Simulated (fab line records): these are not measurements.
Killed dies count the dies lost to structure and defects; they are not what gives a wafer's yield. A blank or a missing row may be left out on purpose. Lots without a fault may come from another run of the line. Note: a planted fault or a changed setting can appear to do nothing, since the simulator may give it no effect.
The tool behind it: which one? / flow nand_harc / 13 lots, 39 wafers sampled, at 6 steps of a route of 1159

== WHAT EACH GAUGE READ, for each wafer ==
NHARC_A_ONON_D1_THK_MEAS_24: measures by ellipsometry. Usual: 998 nm for thk_nm, sd 7.7.
lot=L456; measured=day 8 01:18; on=film_metro-02; thk_nm (nm)=995 994 995; flag=
lot=L458; measured=day 8 11:17; on=film_metro-01; thk_nm (nm)=999 997 998; flag=
lot=L459; measured=day 8 22:49; on=film_metro-02; thk_nm (nm)=994 992 993; flag=
lot=L463; measured=day 9 16:06; on=film_metro-02; thk_nm (nm)=1002 1001 1001; flag=
lot=L462; measured=day 9 16:05; on=film_metro-01; thk_nm (nm)=1014 1014 1013; flag=
lot=L464; measured=day 9 22:53; on=film_metro-01; thk_nm (nm)=990 991 988; flag=
lot=L472; measured=day 12 09:43; on=film_metro-01; thk_nm (nm)=995 995 1285; flag=OFF
lot=L471; measured=day 12 10:00; on=film_metro-01; thk_nm (nm)=990 988 990; flag=
lot=L476; measured=day 12 17:37; on=film_metro-01; thk_nm (nm)=1011 1011 1012; flag=
lot=L475; measured=day 12 17:37; on=film_metro-02; thk_nm (nm)=1002 1001 1003; flag=
lot=L474; measured=day 12 17:37; on=film_metro-01; thk_nm (nm)=989 1280 1281; flag=OFF
lot=L477; measured=day 13 07:41; on=film_metro-01; thk_nm (nm)=990 988 991; flag=
lot=L479; measured=day 13 18:49; on=film_metro-02; thk_nm (nm)=1000 1000 999; flag=

NHARC_END_SORT_01. Usual: killed_at_array 25, standard deviation 9.5; killed_at_other 0.8, standard deviation 1.2; killed_at_periphery 3.4, standard deviation 2.2; killed_dies 29, standard deviation 10; killed_open 3.3, standard deviation 1.8; killed_short 2.1, standard deviation 1.4.
lot=L472; measured=day 23 21:16; on=prober-02; killed_at_array=50 35 670; killed_at_other=2 0 1; killed_at_periphery=4 6 6; killed_dies=56 41 677; killed_open=5 3 7; killed_short=0 2 1; flag=OFF
lot=L474; measured=day 24 07:02; on=prober-02; killed_at_array=32 677 676; killed_at_other=0 0 1; killed_at_periphery=2 0 0; killed_dies=34 677 677; killed_open=2 3 6; killed_short=5 1 1; flag=OFF

== EACH LOT AND THE TOOL THAT RAN IT (in order: tool; ch and the chambers of the sampled wafers; start) ==
lot=L456; NHARC_A_ZERO_WELL_RTA_16=rtp_anneal-01 ch 0, day 6 17:15; NHARC_A_ONON_D1_DEP_22=pecvd_onon-03 ch 0, day 8 00:54; NHARC_A_ONON_D1_DEP_33=pecvd-03 ch 0,1, day 8 02:41; NHARC_A_CHANNEL_HOLE_D1_DEP_00=acl_dep-01 ch 0, day 8 04:22
lot=L458; NHARC_A_ZERO_WELL_RTA_16=rtp_anneal-01 ch 0, day 7 03:00; NHARC_A_ONON_D1_DEP_22=pecvd_onon-03 ch 0, day 8 10:50; NHARC_A_ONON_D1_DEP_33=pecvd-04 ch 0,1,2, day 8 12:44; NHARC_A_CHANNEL_HOLE_D1_DEP_00=acl_dep-01 ch 0, day 8 15:23
lot=L459; NHARC_A_ZERO_WELL_RTA_16=rtp_anneal-02 ch 0, day 7 12:34; NHARC_A_ONON_D1_DEP_22=pecvd_onon-03 ch 0, day 8 22:17; NHARC_A_ONON_D1_DEP_33=pecvd-01 ch 0,1,2, day 9 00:07; NHARC_A_CHANNEL_HOLE_D1_DEP_00=acl_dep-02 ch 0, day 9 00:35
lot=L463; NHARC_A_ZERO_WELL_RTA_16=rtp_anneal-01 ch 0, day 8 05:11; NHARC_A_ONON_D1_DEP_22=pecvd_onon-04 ch 0, day 9 15:35; NHARC_A_ONON_D1_DEP_33=pecvd-03 ch 1,2, day 9 17:17; NHARC_A_CHANNEL_HOLE_D1_DEP_00=acl_dep-02 ch 0, day 9 18:13
lot=L462; NHARC_A_ZERO_WELL_RTA_16=rtp_anneal-02 ch 0, day 8 06:30; NHARC_A_ONON_D1_DEP_22=pecvd_onon-03 ch 0, day 9 15:38; NHARC_A_ONON_D1_DEP_33=pecvd-04 ch 0,1,2, day 9 17:16; NHARC_A_CHANNEL_HOLE_D1_DEP_00=acl_dep-01 ch 0, day 9 18:08
lot=L464; NHARC_A_ZERO_WELL_RTA_16=rtp_anneal-02 ch 0, day 8 13:25; NHARC_A_ONON_D1_DEP_22=pecvd_onon-03 ch 0, day 9 22:22; NHARC_A_ONON_D1_DEP_33=pecvd-04 ch 1,2, day 10 00:05; NHARC_A_CHANNEL_HOLE_D1_DEP_00=acl_dep-02 ch 0, day 10 01:37
lot=L472; NHARC_A_ZERO_WELL_RTA_16=rtp_anneal-01 ch 0, day 10 23:21; NHARC_A_ONON_D1_DEP_22=pecvd_onon-03 ch 0, day 12 09:13; NHARC_A_ONON_D1_DEP_33=pecvd-01 ch 0,2, day 12 10:56; NHARC_A_CHANNEL_HOLE_D1_DEP_00=acl_dep-02 ch 0, day 12 11:29
lot=L471; NHARC_A_ZERO_WELL_RTA_16=rtp_anneal-02 ch 0, day 11 00:11; NHARC_A_ONON_D1_DEP_22=pecvd_onon-04 ch 0, day 12 09:40; NHARC_A_ONON_D1_DEP_33=pecvd-03 ch 0,1,2, day 12 11:22; NHARC_A_CHANNEL_HOLE_D1_DEP_00=acl_dep-03 ch 0, day 12 13:29
lot=L476; NHARC_A_ZERO_WELL_RTA_16=rtp_anneal-02 ch 0, day 11 08:46; NHARC_A_ONON_D1_DEP_22=pecvd_onon-04 ch 0, day 12 17:07; NHARC_A_ONON_D1_DEP_33=pecvd-01 ch 0,1,2, day 12 19:05; NHARC_A_CHANNEL_HOLE_D1_DEP_00=acl_dep-01 ch 0, day 12 21:28
lot=L475; NHARC_A_ZERO_WELL_RTA_16=rtp_anneal-02 ch 0, day 11 10:37; NHARC_A_ONON_D1_DEP_22=pecvd_onon-02 ch 0, day 12 17:10; NHARC_A_ONON_D1_DEP_33=pecvd-03 ch 0,2, day 12 19:10; NHARC_A_CHANNEL_HOLE_D1_DEP_00=acl_dep-02 ch 0, day 12 21:47
lot=L474; NHARC_A_ZERO_WELL_RTA_16=rtp_anneal-01 ch 0, day 11 11:11; NHARC_A_ONON_D1_DEP_22=pecvd_onon-03 ch 0, day 12 17:10; NHARC_A_ONON_D1_DEP_33=pecvd-03 ch 0,1,2, day 12 18:49; NHARC_A_CHANNEL_HOLE_D1_DEP_00=acl_dep-02 ch 0, day 12 19:54
lot=L477; NHARC_A_ZERO_WELL_RTA_16=rtp_anneal-02 ch 0, day 12 00:20; NHARC_A_ONON_D1_DEP_22=pecvd_onon-04 ch 0, day 13 07:14; NHARC_A_ONON_D1_DEP_33=pecvd-04 ch 0,1, day 13 09:09; NHARC_A_CHANNEL_HOLE_D1_DEP_00=acl_dep-03 ch 0, day 13 15:43
lot=L479; NHARC_A_ZERO_WELL_RTA_16=rtp_anneal-02 ch 0, day 12 09:53; NHARC_A_ONON_D1_DEP_22=pecvd_onon-04 ch 0, day 13 18:28; NHARC_A_ONON_D1_DEP_33=pecvd-04 ch 0,1,2, day 13 20:08; NHARC_A_CHANNEL_HOLE_D1_DEP_00=acl_dep-01 ch 0, day 13 23:26
- NHARC_A_ZERO_WELL_RTA_16: time 10 s.
- NHARC_A_ONON_D1_DEP_22: target thk 1000 nm.
- NHARC_A_ONON_D1_DEP_33: deposits SiO2, target thk 200 nm.
- NHARC_A_CHANNEL_HOLE_D1_DEP_00: deposits aC, target thk 3100 nm.

== AS READ BY THE TOOLS THEMSELVES (means over the sampled wafers that have a number; for cases with no such wafer, the mark the record gives instead) ==
NHARC_A_ZERO_WELL_RTA_16. Usual: lamp_power_pct 31 %, standard deviation 3.1; wafer_temp_C_max 1004.4, standard deviation 1.1.
lot=L456; tool=rtp_anneal-01; lamp_power_pct (%)=35; wafer_temp_C_max=1005.5; flag=
lot=L458; tool=rtp_anneal-01; lamp_power_pct (%)=35; wafer_temp_C_max=1005.5; flag=
lot=L459; tool=rtp_anneal-02; lamp_power_pct (%)=28; wafer_temp_C_max=1004.5; flag=
lot=L463; tool=rtp_anneal-01; lamp_power_pct (%)=35; wafer_temp_C_max=1005.0; flag=
lot=L462; tool=rtp_anneal-02; lamp_power_pct (%)=28; wafer_temp_C_max=1004.1; flag=
lot=L464; tool=rtp_anneal-02; lamp_power_pct (%)=28; wafer_temp_C_max=1003.7; flag=
lot=L472; tool=rtp_anneal-01; lamp_power_pct (%)=35; wafer_temp_C_max=1005.1; flag=
lot=L471; tool=rtp_anneal-02; lamp_power_pct (%)=28; wafer_temp_C_max=1003.7; flag=
lot=L476; tool=rtp_anneal-02; lamp_power_pct (%)=28; wafer_temp_C_max=1003.9; flag=
lot=L475; tool=rtp_anneal-02; lamp_power_pct (%)=28; wafer_temp_C_max=1003.6; flag=
lot=L474; tool=rtp_anneal-01; lamp_power_pct (%)=35; wafer_temp_C_max=1004.5; flag=
lot=L477; tool=rtp_anneal-02; lamp_power_pct (%)=28; wafer_temp_C_max=1004.4; flag=
lot=L479; tool=rtp_anneal-02; lamp_power_pct (%)=28; wafer_temp_C_max=1004.3; flag=

NHARC_A_ONON_D1_DEP_33. Usual: heater_power_w 535 W, standard deviation 82; throttle_valve_pct 15.9 %, standard deviation 0.5.
lot=L456; tool=pecvd-03; heater_power_w (W)=534; throttle_valve_pct (%)=16.3; flag=
lot=L458; tool=pecvd-04; heater_power_w (W)=504; throttle_valve_pct (%)=15.9; flag=
lot=L459; tool=pecvd-01; heater_power_w (W)=569; throttle_valve_pct (%)=15.6; flag=
lot=L463; tool=pecvd-03; heater_power_w (W)=470; throttle_valve_pct (%)=16.4; flag=
lot=L462; tool=pecvd-04; heater_power_w (W)=503; throttle_valve_pct (%)=15.5; flag=
lot=L464; tool=pecvd-04; heater_power_w (W)=547; throttle_valve_pct (%)=15.6; flag=
lot=L472; tool=pecvd-01; heater_power_w (W)=572; throttle_valve_pct (%)=15.3; flag=
lot=L471; tool=pecvd-03; heater_power_w (W)=443; throttle_valve_pct (%)=16.7; flag=
lot=L476; tool=pecvd-01; heater_power_w (W)=613; throttle_valve_pct (%)=15.4; flag=
lot=L475; tool=pecvd-03; heater_power_w (W)=534; throttle_valve_pct (%)=16.5; flag=
lot=L474; tool=pecvd-03; heater_power_w (W)=539; throttle_valve_pct (%)=16.5; flag=
lot=L477; tool=pecvd-04; heater_power_w (W)=468; throttle_valve_pct (%)=15.6; flag=
lot=L479; tool=pecvd-04; heater_power_w (W)=494; throttle_valve_pct (%)=15.7; flag=

NHARC_A_CHANNEL_HOLE_D1_DEP_00. Usual: 35.001 % for throttle_valve_pct, sd 0.0082.
lot=L456; tool=acl_dep-01; throttle_valve_pct (%)=35.000; flag=
lot=L458; tool=acl_dep-01; throttle_valve_pct (%)=34.999; flag=
lot=L459; tool=acl_dep-02; throttle_valve_pct (%)=34.992; flag=
lot=L463; tool=acl_dep-02; throttle_valve_pct (%)=34.995; flag=
lot=L462; tool=acl_dep-01; throttle_valve_pct (%)=35.005; flag=
lot=L464; tool=acl_dep-02; throttle_valve_pct (%)=35.007; flag=
lot=L472; tool=acl_dep-02; throttle_valve_pct (%)=35.005; flag=
lot=L471; tool=acl_dep-03; throttle_valve_pct (%)=35.005; flag=
lot=L476; tool=acl_dep-01; throttle_valve_pct (%)=35.000; flag=
lot=L475; tool=acl_dep-02; throttle_valve_pct (%)=34.995; flag=
lot=L474; tool=acl_dep-02; throttle_valve_pct (%)=34.995; flag=
lot=L477; tool=acl_dep-03; throttle_valve_pct (%)=35.001; flag=
lot=L479; tool=acl_dep-01; throttle_valve_pct (%)=35.011; flag=

== THE ANSWER, worked out from the rows above alone ==
Rule: a lot counts as off when the mean over its wafers that have a number is more than 3 standard deviations away from the usual mean. Also off: a lot with no number at a reading for which 4 or more lots have one. Any other lot the step has rows for is counted as sound. After the gauges, taken in route order, come the tools' own readings; for these a lot's mean is taken, as printed above. The first step at which some lot is off is used, and at that step the reading that is off furthest; a lot without a number counts as furthest.
Off, at NHARC_A_ONON_D1_THK_MEAS_24 on thk_nm: L472, L474.
If a tool, at a process step before that reading, ran all the lots that are off and no sound lot after the first of them, it fits. The gauges at NHARC_A_ONON_D1_THK_MEAS_24 aren't tried: what is off there is off at NHARC_END_SORT_01 too, on other tools, and a gauge's error can't cause that. Can't be told from this: 2 tools fit, rtp_anneal-01 at NHARC_A_ZERO_WELL_RTA_16, pecvd_onon-03 at NHARC_A_ONON_D1_DEP_22.

== WHAT THE SIMULATOR HAD INSERTED ==
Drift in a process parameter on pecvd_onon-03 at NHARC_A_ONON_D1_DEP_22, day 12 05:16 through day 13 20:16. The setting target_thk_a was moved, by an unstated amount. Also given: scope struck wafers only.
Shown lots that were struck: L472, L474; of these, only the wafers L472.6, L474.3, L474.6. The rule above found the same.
